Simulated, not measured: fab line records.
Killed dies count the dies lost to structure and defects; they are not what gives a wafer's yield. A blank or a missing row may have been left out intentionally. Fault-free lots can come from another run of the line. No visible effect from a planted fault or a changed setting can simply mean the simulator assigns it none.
Matching of chambers || flow n5-finfet || rie-si-02 running N5_DUMMY_GATE_TRIM_49: 4 sister chambers
The step chemistry O2, time 29 s, target cd 14 nm. 22 wafers are shown with their chamber, then 11 later ones without.

== WAFERS PAIRED WITH THEIR CHAMBERS ==
{"wafer": "L074.1", "chamber": 3, "drypump-motor-current-A (A)": 6.4, "throttle-valve-pct (%)": 8.22, "oes-product-au (a.u.)": 1.014}
{"wafer": "L074.2", "chamber": 1, "drypump-motor-current-A (A)": 5.8, "throttle-valve-pct (%)": 8.25, "oes-product-au (a.u.)": 1.006}
{"wafer": "L074.3", "chamber": 2, "drypump-motor-current-A (A)": 5.6, "throttle-valve-pct (%)": 8.40, "oes-product-au (a.u.)": 0.981}
{"wafer": "L076.3", "chamber": 3, "drypump-motor-current-A (A)": 6.4, "throttle-valve-pct (%)": 8.23, "oes-product-au (a.u.)": 1.014}
{"wafer": "L076.4", "chamber": 2, "drypump-motor-current-A (A)": 5.6, "throttle-valve-pct (%)": 8.40, "oes-product-au (a.u.)": 0.977}
{"wafer": "L076.6", "chamber": 3, "drypump-motor-current-A (A)": 6.4, "throttle-valve-pct (%)": 8.22, "oes-product-au (a.u.)": 1.014}
{"wafer": "L080.1", "chamber": 1, "drypump-motor-current-A (A)": 5.7, "throttle-valve-pct (%)": 8.27, "oes-product-au (a.u.)": 0.992}
{"wafer": "L080.4", "chamber": 2, "drypump-motor-current-A (A)": 5.6, "throttle-valve-pct (%)": 8.40, "oes-product-au (a.u.)": 0.988}
{"wafer": "L080.6", "chamber": 3, "drypump-motor-current-A (A)": 6.4, "throttle-valve-pct (%)": 8.22, "oes-product-au (a.u.)": 1.028}
{"wafer": "L084.1", "chamber": 0, "drypump-motor-current-A (A)": 6.1, "throttle-valve-pct (%)": 8.12, "oes-product-au (a.u.)": 0.974}
{"wafer": "L084.5", "chamber": 0, "drypump-motor-current-A (A)": 6.1, "throttle-valve-pct (%)": 8.12, "oes-product-au (a.u.)": 0.976}
{"wafer": "L084.6", "chamber": 1, "drypump-motor-current-A (A)": 5.7, "throttle-valve-pct (%)": 8.26, "oes-product-au (a.u.)": 1.014}
{"wafer": "L085.2", "chamber": 1, "drypump-motor-current-A (A)": 5.8, "throttle-valve-pct (%)": 8.27, "oes-product-au (a.u.)": 1.004}
{"wafer": "L085.4", "chamber": 2, "drypump-motor-current-A (A)": 5.6, "throttle-valve-pct (%)": 8.40, "oes-product-au (a.u.)": 0.976}
{"wafer": "L085.6", "chamber": 0, "drypump-motor-current-A (A)": 6.1, "throttle-valve-pct (%)": 8.12, "oes-product-au (a.u.)": 0.970}
{"wafer": "L088.2", "chamber": 2, "drypump-motor-current-A (A)": 5.6, "throttle-valve-pct (%)": 8.41, "oes-product-au (a.u.)": 0.986}
{"wafer": "L088.5", "chamber": 3, "drypump-motor-current-A (A)": 6.4, "throttle-valve-pct (%)": 8.24, "oes-product-au (a.u.)": 1.022}
{"wafer": "L088.6", "chamber": 2, "drypump-motor-current-A (A)": 5.6, "throttle-valve-pct (%)": 8.40, "oes-product-au (a.u.)": 0.978}
{"wafer": "L089.3", "chamber": 0, "drypump-motor-current-A (A)": 6.1, "throttle-valve-pct (%)": 8.10, "oes-product-au (a.u.)": 0.982}
{"wafer": "L089.4", "chamber": 1, "drypump-motor-current-A (A)": 5.8, "throttle-valve-pct (%)": 8.27, "oes-product-au (a.u.)": 1.014}
{"wafer": "L089.5", "chamber": 2, "drypump-motor-current-A (A)": 5.6, "throttle-valve-pct (%)": 8.40, "oes-product-au (a.u.)": 0.979}
{"wafer": "L090.2", "chamber": 1, "drypump-motor-current-A (A)": 5.7, "throttle-valve-pct (%)": 8.28, "oes-product-au (a.u.)": 1.005}

SIGNATURES (means of the wafers above)
{"reading": "drypump-motor-current-A", "chamber 0": 6.100, "chamber 1": 5.750, "chamber 2": 5.600, "chamber 3": 6.400, "scatter within a chamber": 0.0289}
{"reading": "throttle-valve-pct", "chamber 0": 8.1150, "chamber 1": 8.2667, "chamber 2": 8.4014, "chamber 3": 8.2260, "scatter within a chamber": 0.0083}
{"reading": "oes-product-au", "chamber 0": 0.97550, "chamber 1": 1.00583, "chamber 2": 0.98071, "chamber 3": 1.01840, "scatter within a chamber": 0.00621}
Rule: a wafer's distance from a chamber is the root of the sum, over the readings, of the square of ((its reading less the chamber's mean) divided by the reading's scatter). The wafer belongs to the nearest chamber; if the next one is less than 2 further off, it can't be placed. The scatter is the square root of a quotient: the sum, over the shown wafers, of each reading's squared deviation from its chamber's mean, divided by wafers minus chambers.

== WAFERS WITH NO CHAMBER GIVEN ==
{"wafer": "L090.3", "drypump-motor-current-A (A)": 6.4, "throttle-valve-pct (%)": 8.20, "oes-product-au (a.u.)": 1.020}
{"wafer": "L090.4", "drypump-motor-current-A (A)": 6.2, "throttle-valve-pct (%)": 8.10, "oes-product-au (a.u.)": 0.974}
{"wafer": "L092.2", "drypump-motor-current-A (A)": 5.6, "throttle-valve-pct (%)": 8.40, "oes-product-au (a.u.)": 0.987}
{"wafer": "L092.5", "drypump-motor-current-A (A)": 5.6, "throttle-valve-pct (%)": 8.40, "oes-product-au (a.u.)": 0.989}
{"wafer": "L092.6", "drypump-motor-current-A (A)": 5.7, "throttle-valve-pct (%)": 8.27, "oes-product-au (a.u.)": 1.013}
{"wafer": "L096.1", "drypump-motor-current-A (A)": 6.1, "throttle-valve-pct (%)": 8.10, "oes-product-au (a.u.)": 0.982}
{"wafer": "L096.2", "drypump-motor-current-A (A)": 5.6, "throttle-valve-pct (%)": 8.41, "oes-product-au (a.u.)": 0.980}
{"wafer": "L096.4", "drypump-motor-current-A (A)": 6.4, "throttle-valve-pct (%)": 8.21, "oes-product-au (a.u.)": 1.022}
{"wafer": "L097.4", "drypump-motor-current-A (A)": 5.7, "throttle-valve-pct (%)": 8.25, "oes-product-au (a.u.)": 1.010}
{"wafer": "L097.5", "drypump-motor-current-A (A)": 5.6, "throttle-valve-pct (%)": 8.41, "oes-product-au (a.u.)": 0.982}
{"wafer": "L097.6", "drypump-motor-current-A (A)": 5.7, "throttle-valve-pct (%)": 8.25, "oes-product-au (a.u.)": 1.006}

== EACH ONE'S CHAMBER ==
{"wafer": "L090.3", "from the rows above": 3, "in truth": 3}
{"wafer": "L090.4", "from the rows above": 0, "in truth": 0}
{"wafer": "L092.2", "from the rows above": 2, "in truth": 2}
{"wafer": "L092.5", "from the rows above": 2, "in truth": 2}
{"wafer": "L092.6", "from the rows above": 1, "in truth": 1}
{"wafer": "L096.1", "from the rows above": 0, "in truth": 0}
{"wafer": "L096.2", "from the rows above": 2, "in truth": 2}
{"wafer": "L096.4", "from the rows above": 3, "in truth": 3}
{"wafer": "L097.4", "from the rows above": 1, "in truth": 1}
{"wafer": "L097.5", "from the rows above": 2, "in truth": 2}
{"wafer": "L097.6", "from the rows above": 1, "in truth": 1}
Correctly placed: 11 of 11. Number that these rows cannot place: 0. 0 placed wrongly.
